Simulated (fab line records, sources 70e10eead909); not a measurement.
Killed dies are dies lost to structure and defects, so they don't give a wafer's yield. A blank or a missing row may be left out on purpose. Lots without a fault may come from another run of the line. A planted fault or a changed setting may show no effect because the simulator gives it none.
Which tool did it? | flow nand_harc | 24 lots, 72 wafers sampled, at 3 steps of a route of 1159

WHAT THE GAUGES READ, wafer by wafer
NHARC_A_BLC_OVL_MEAS_11. Usual: overlay_x_nm 0.2 nm, standard deviation 0.74; overlay_y_nm -0.3 nm, standard deviation 0.95.
lot  | measured     | on         | overlay_x_nm (nm) | overlay_y_nm (nm) | flag
L074 | day 17 05:32 | overlay-01 | 1.5 1.0 1.6       | 1.0 1.1 1.3       |
L077 | day 17 22:10 | overlay-01 | -0.7 -1.1 -0.9    | -0.3 0.6 0.0      |
L075 | day 17 21:53 | overlay-02 | 0.3 1.1 0.4       | -0.4 -0.2 -0.1    |
L078 | day 18 07:09 | overlay-01 | 0.9 0.3 0.3       | -1.7 -1.7 -1.9    |
L076 | day 18 08:20 | overlay-01 | 0.1 0.7 0.4       | 0.9 0.2 1.3       |
L079 | day 18 22:26 | overlay-01 | 1.6 0.9 1.6       | 1.0 1.3 1.2       |
L080 | day 18 23:08 | overlay-01 | 0.2 0.0 0.0       | 1.9 1.8 1.8       |
L081 | day 19 10:15 | overlay-02 | -1.1 -1.0 -1.3    | -0.8 -0.9 -0.7    |
L082 | day 19 10:59 | overlay-01 | 0.0 0.8 0.0       | -1.4 -1.1 -1.1    |
L083 | day 19 11:16 | overlay-02 | 1.8 1.2 1.3       | -0.4 0.1 -0.4     |
L084 | day 19 14:41 | overlay-01 | 1.4 0.6 0.8       | -0.5 -0.3 -1.0    |
L085 | day 20 00:34 | overlay-01 | -0.4 -0.1 0.4     | -0.7 -0.3 -0.3    |
L087 | day 20 06:04 | overlay-02 | -0.2 -0.1 0.6     | -1.3 -0.8 -0.3    |
L086 | day 20 10:12 | overlay-02 | 0.0 0.3 0.6       | -2.2 -1.8 -2.0    |
L090 | day 20 22:38 | overlay-02 | -1.2 -1.3 -1.2    | 0.4 0.2 0.6       |
L088 | day 21 06:05 | overlay-02 | -0.4 -1.0 -0.9    | -1.3 -1.7 -1.1    |
L093 | day 21 07:15 | overlay-01 | 0.2 0.3 0.3       | 0.1 0.5 0.1       |
L089 | day 21 12:17 | overlay-02 | -0.3 -0.3 -0.6    | -0.9 -1.2 -1.7    |
L091 | day 21 17:51 | overlay-02 | 0.0 0.2 0.4       | 0.0 0.1 0.0       |
L092 | day 22 00:20 | overlay-02 | -0.3 -0.2 0.1     | -1.4 -1.2 -1.0    |
L094 | day 22 08:47 | overlay-01 | 0.6 0.6 0.1       | 0.5 0.6 0.5       |
L096 | day 22 09:30 | overlay-01 | -0.7 -0.4 -0.2    | -0.3 -0.9 -1.1    |
L097 | day 22 12:40 | overlay-02 | -0.2 0.3 -0.3     | -0.4 -0.9 -0.5    |
L095 | day 22 21:35 | overlay-01 | 0.0 0.8 0.5       | 0.6 0.7 0.5       |

WHICH TOOL RAN EACH LOT (tool, then ch and the chambers of the sampled wafers, then the start)
lot  | NHARC_A_CONTACT_DEP_85          | NHARC_A_CONTACT_ETCH_136
L074 | pecvd-01 ch 0,2, day 16 15:37   | har_cap_etch-02 ch 0,1, day 16 18:03
L077 | pecvd-04 ch 0,2, day 17 05:10   | har_cap_etch-02 ch 0,1, day 17 07:25
L075 | pecvd-04 ch 0,2, day 17 05:26   | har_cap_etch-03 ch 0,1, day 17 07:47
L078 | pecvd-04 ch 1,2, day 17 19:43   | har_cap_etch-02 ch 0,1, day 17 22:07
L076 | pecvd-01 ch 0,2, day 18 00:50   | har_cap_etch-01 ch 0,1, day 18 03:21
L079 | pecvd-04 ch 0,1,2, day 18 13:29 | har_cap_etch-01 ch 0,1, day 18 15:47
L080 | pecvd-04 ch 0,2, day 18 15:05   | har_cap_etch-01 ch 0,1, day 18 17:10
L081 | pecvd-04 ch 0,2, day 18 18:36   | har_cap_etch-02 ch 0,1, day 18 20:55
L082 | pecvd-03 ch 0,1,2, day 19 02:52 | har_cap_etch-03 ch 1, day 19 05:06
L083 | pecvd-04 ch 0,2, day 19 03:08   | har_cap_etch-02 ch 0,1, day 19 05:23
L084 | pecvd-03 ch 1,2, day 19 06:58   | har_cap_etch-02 ch 0,1, day 19 09:11
L085 | pecvd-01 ch 1,2, day 19 14:22   | har_cap_etch-03 ch 0, day 19 16:37
L087 | pecvd-03 ch 1,2, day 19 19:55   | har_cap_etch-02 ch 0,1, day 19 22:11
L086 | pecvd-04 ch 0,1, day 20 01:03   | har_cap_etch-01 ch 0,1, day 20 03:17
L090 | pecvd-01 ch 0,1,2, day 20 16:08 | har_cap_etch-03 ch 0,1, day 20 18:22
L088 | pecvd-04 ch 0,1,2, day 20 20:05 | har_cap_etch-01 ch 0,1, day 20 22:24
L093 | pecvd-01 ch 0,1,2, day 20 20:56 | har_cap_etch-02 ch 0,1, day 20 23:08
L089 | pecvd-01 ch 0,2, day 21 00:13   | har_cap_etch-01 ch 0,1, day 21 02:19
L091 | pecvd-04 ch 0,1, day 21 05:09   | har_cap_etch-02 ch 0, day 21 07:20
L092 | pecvd-01 ch 0,2, day 21 10:34   | har_cap_etch-01 ch 0,1, day 21 12:50
L094 | pecvd-04 ch 0,2, day 22 02:33   | har_cap_etch-02 ch 1, day 22 04:51
L096 | pecvd-03 ch 0,1,2, day 22 03:07 | har_cap_etch-01 ch 0,1, day 22 05:14
L097 | pecvd-01 ch 0,2, day 22 04:26   | har_cap_etch-02 ch 0,1, day 22 06:35
L095 | pecvd-03 ch 0,2, day 22 15:16   | har_cap_etch-02 ch 0,1, day 22 17:23
- NHARC_A_CONTACT_DEP_85: deposits SiON, target thk 50 nm.
- NHARC_A_CONTACT_ETCH_136: etches the open film in C4F8/O2/Ar, time 132 s, target depth 1287 nm.

WHAT THE TOOLS THEMSELVES READ (means of the sampled wafers that have a number; where no wafer has one, the mark that the record gives instead)
NHARC_A_CONTACT_DEP_85. Usual: heater_power_w 747 W, standard deviation 110.
lot  | tool     | heater_power_w (W) | flag
L074 | pecvd-01 | 835                |
L077 | pecvd-04 | 745                |
L075 | pecvd-04 | 765                |
L078 | pecvd-04 | 789                |
L076 | pecvd-01 | 828                |
L079 | pecvd-04 | 757                |
L080 | pecvd-04 | 685                |
L081 | pecvd-04 | 728                |
L082 | pecvd-03 | 751                |
L083 | pecvd-04 | 726                |
L084 | pecvd-03 | 738                |
L085 | pecvd-01 | 630                |
L087 | pecvd-03 | 784                |
L086 | pecvd-04 | 770                |
L090 | pecvd-01 | 748                |
L088 | pecvd-04 | 748                |
L093 | pecvd-01 | 759                |
L089 | pecvd-01 | 809                |
L091 | pecvd-04 | 874                |
L092 | pecvd-01 | 775                |
L094 | pecvd-04 | 716                |
L096 | pecvd-03 | 770                |
L097 | pecvd-01 | 731                |
L095 | pecvd-03 | 760                |

THE ANSWER, worked out from the rows above alone
Rule: a lot is off if the mean of its wafers that have a number lies more than 3 standard deviations from the usual mean. A lot without any number at a reading at which 4 lots or more have one is off too. The other lots that the step has rows for count as sound. The gauges are gone through in route order, then the tools' own readings, and for those a lot's mean is taken as printed above. The first step at which some lot is off is used, and at that step the reading that is off furthest; a lot without a number counts as furthest.
No lot is off at any reading shown: from this, nothing can be told.

WHAT THE SIMULATOR HAD PUT IN
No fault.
